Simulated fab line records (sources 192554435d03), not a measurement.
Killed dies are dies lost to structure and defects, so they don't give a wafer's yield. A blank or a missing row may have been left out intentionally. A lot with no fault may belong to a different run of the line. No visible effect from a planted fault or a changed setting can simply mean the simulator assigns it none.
Chamber matching ; flow n5Finfet ; N5_HKMG_FIN_STRIP_92 on rieDiel-01: 4 sister chambers
The step strips SOC in N2/H2, time 20 s. 27 wafers are shown with their chamber, then 12 later ones without.

WAFERS, EACH WITH ITS CHAMBER
wafer;chamber;showerheadPlenumPTorr (Torr);drypumpMotorCurrentA (A);throttleValvePct (%)
L074.2;1;3.47;5.2;19.0
L074.3;2;3.19;6.0;19.4
L074.5;0;3.30;5.5;19.3
L079.1;3;3.42;5.0;18.6
L079.4;2;3.19;6.0;19.4
L079.6;2;3.19;6.0;19.4
L083.1;3;3.41;5.0;18.6
L083.4;2;3.18;6.0;19.4
L083.5;3;3.41;4.9;18.6
L084.1;2;3.18;5.9;19.4
L084.5;2;3.18;6.0;19.5
L084.6;1;3.46;5.2;19.0
L086.1;2;3.18;5.9;19.5
L086.2;1;3.46;5.3;19.0
L086.4;1;3.46;5.2;19.0
L088.1;2;3.18;6.0;19.4
L088.2;3;3.41;4.9;18.6
L088.3;0;3.29;5.5;19.0
L088.4;0;3.29;5.5;19.0
L088.5;3;3.41;4.9;18.6
L088.6;2;3.18;6.0;19.5
L089.1;0;3.29;5.5;19.0
L089.2;2;3.17;6.0;19.5
L089.3;3;3.41;4.9;18.6
L089.4;0;3.29;5.5;19.0
L089.5;3;3.41;5.0;18.6
L089.6;2;3.17;6.0;19.5

SIGNATURES, as means of the wafers listed above
reading;chamber 0;chamber 1;chamber 2;chamber 3;scatter within a chamber
showerheadPlenumPTorr;3.2920;3.4625;3.1809;3.4114;0.00564
drypumpMotorCurrentA;5.500;5.225;5.982;4.943;0.0422
throttleValvePct;19.060;19.000;19.445;18.600;0.0657
Rule: distance of a wafer from a chamber = root of the sum over the readings of ((wafer's reading minus chamber's mean) / reading's scatter) squared. If the next closest chamber is less than 2 further off than the closest, the wafer can't be placed; otherwise it belongs to the closest. The scatter is the square root of a quotient: the sum, over the shown wafers, of each reading's squared deviation from its chamber's mean, divided by wafers minus chambers.

WAFERS MISSING THEIR CHAMBER
wafer;showerheadPlenumPTorr (Torr);drypumpMotorCurrentA (A);throttleValvePct (%)
L091.1;3.45;5.3;18.7
L091.2;3.28;5.5;19.0
L091.4;3.17;6.0;19.5
L093.1;3.17;5.9;19.5
L093.4;3.45;5.3;18.7
L093.6;3.40;4.9;18.7
L096.1;3.40;5.0;18.7
L096.5;3.28;5.5;19.0
L096.6;3.40;5.0;18.7
L097.1;3.28;5.5;19.0
L097.3;3.45;5.2;18.7
L097.5;3.40;5.0;18.7

WHICH CHAMBER EACH ONE RAN IN
wafer;from the rows above;in truth
L091.1;1;1
L091.2;0;0
L091.4;2;2
L093.1;2;2
L093.4;1;1
L093.6;3;3
L096.1;3;3
L096.5;0;0
L096.6;3;3
L097.1;0;0
L097.3;1;1
L097.5;3;3
Placed correctly: 12 of 12. Can't be placed from these rows: 0. Placed wrongly: 0.
